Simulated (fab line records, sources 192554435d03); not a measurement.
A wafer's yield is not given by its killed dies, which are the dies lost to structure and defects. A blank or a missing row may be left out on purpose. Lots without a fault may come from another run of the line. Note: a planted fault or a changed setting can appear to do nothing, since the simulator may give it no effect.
Split-lot study	flow n5-finfet	7 lots, 39 wafers read, on a route of 1938 steps

## THE SPLIT ITSELF
At N5_PASSIVATION_PECVD_00 (deposits SiO2 from SiH4/N2O, target thk 200 nm, time 11.2 s), the setting time-s was moved away from the recipe's 11.2 s on 12 of the 39 wafers read, by -53.1% to +59.1%. This setting was run at the recipe's value on the other wafers.

Reading taken at the split's own step.

## THE READING
SiO2_of_PASSIVATION_PECVD_00.thk-nm (the simulator's own value, which no gauge read), in nm, at N5_PASSIVATION_PECVD_00 (deposits SiO2 from SiH4/N2O, target thk 200 nm, time 11.2 s). There is no usual value for it anywhere in the file. The 27 wafers here that ran the recipe average 200.1 nm, standard deviation 2.3 nm.

wafer	tool, chamber at the split	time-s as run, s	against the recipe	SiO2_of_PASSIVATION_PECVD_00.thk-nm, nm	against lot-mates on the recipe
L074.1	pecvd-02, 2	11.2	recipe	202.6	-
L074.2	pecvd-02, 0	15.45	+37.9%	273.6	+73.8
L074.3	pecvd-02, 1	11.2	recipe	195.2	-
L074.4	pecvd-02, 1	15.45	+37.9%	277	+77.2
L074.5	pecvd-02, 2	15.45	+37.9%	281	+81.2
L074.6	pecvd-02, 0	11.2	recipe	201.6	-
L076.1	pecvd-01, 1,2	11.2	recipe	199.8	-
L076.6	pecvd-01, 1,2	11.2	recipe	199.8	-
L076.4	pecvd-01, 1	11.2	recipe	200.4	-
L077.1	pecvd-04, 0	11.2	recipe	199.6	-
L077.2	pecvd-04, 1	11.2	recipe	194.8	-
L077.3	pecvd-04, 2	11.2	recipe	198	-
L077.4	pecvd-04, 1	11.2	recipe	200	-
L077.5	pecvd-04, 2	11.2	recipe	202.6	-
L077.6	pecvd-04, 0	11.2	recipe	201	-
L082.1	pecvd-02, 1	17.82	+59.1%	318.4	+116.7
L082.2	pecvd-02, 0	11.2	recipe	199	-
L082.3	pecvd-02, 2	11.2	recipe	204.8	-
L082.4	pecvd-02, 2	17.82	+59.1%	325	+123.3
L082.5	pecvd-02, 0	17.82	+59.1%	323.6	+121.9
L082.6	pecvd-02, 1	11.2	recipe	201.4	-
L088.1	pecvd-04, 0	14.06	+25.5%	249.4	+48.4
L088.2	pecvd-04, 1	14.06	+25.5%	247	+46.0
L088.3	pecvd-04, 2	14.06	+25.5%	249.6	+48.6
L088.4	pecvd-04, 0	11.2	recipe	200.4	-
L088.5	pecvd-04, 2	11.2	recipe	201.8	-
L088.6	pecvd-04, 1	11.2	recipe	200.8	-
L092.1	pecvd-04, 0	11.2	recipe	199.8	-
L092.2	pecvd-04, 2	11.2	recipe	195.8	-
L092.3	pecvd-04, 0	11.2	recipe	201.4	-
L092.4	pecvd-04, 2	11.2	recipe	198.2	-
L092.5	pecvd-04, 2	11.2	recipe	200.4	-
L092.6	pecvd-04, 0	11.2	recipe	198.8	-
L095.1	pecvd-04, 2	11.2	recipe	199.4	-
L095.2	pecvd-04, 1	5.251	-53.1%	92.4	-109.3
L095.3	pecvd-04, 0	5.251	-53.1%	94.6	-107.1
L095.4	pecvd-04, 1	11.2	recipe	201.4	-
L095.5	pecvd-04, 2	5.251	-53.1%	94.4	-107.3
L095.6	pecvd-04, 0	11.2	recipe	204.2	-
If several chambers appear in one row, that row covers several wafers at once and the file leaves open which wafer was in which chamber.

FIT RESULTS
A straight line over all 39 wafers: SiO2_of_PASSIVATION_PECVD_00.thk-nm changes by +2.03 nm for each +1% of time-s; r = +1.00; the points scatter about the line by 2.6 nm.
The same after taking each lot's own level away (the mean of its wafers on the recipe; 39 wafers): +2.03 nm for each +1%; r = +1.00; scatter 2.5 nm.
That fit puts the effect of the largest move of time-s on the reading at 1.2e+02 nm.
The lots' own levels span 199.07 to 201.73 nm, that is 1.1 times the standard deviation above.
So the lot-to-lot level changes the slope little: the two slopes agree.
Check: +120 nm against its lot-mates is what the line predicts for one of the wafers moved furthest among these (+59.1%) when that wafer is left out of the fit. Against them it came out at +117 nm.

## FURTHER SPLITS ON THESE WAFERS
Before the reading, these wafers also passed through other splits. Each is held against what the fit with the lots' levels taken away leaves over:
other split on the same wafers	wafers away from the commonest value	r with SiO2_of_PASSIVATION_PECVD_00.thk-nm (lot level and that fit taken away)
N5_BEOL_M9_HM_DEP_02 target-thk-a	12	+0.22
N5_BEOL_M13_ETCH_59 time-s	9	+0.27

## THE FILE'S OWN FIT
SiO2_of_PASSIVATION_PECVD_00.thk-nm changes by +2.02 nm for each +1% of time-s, r = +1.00.
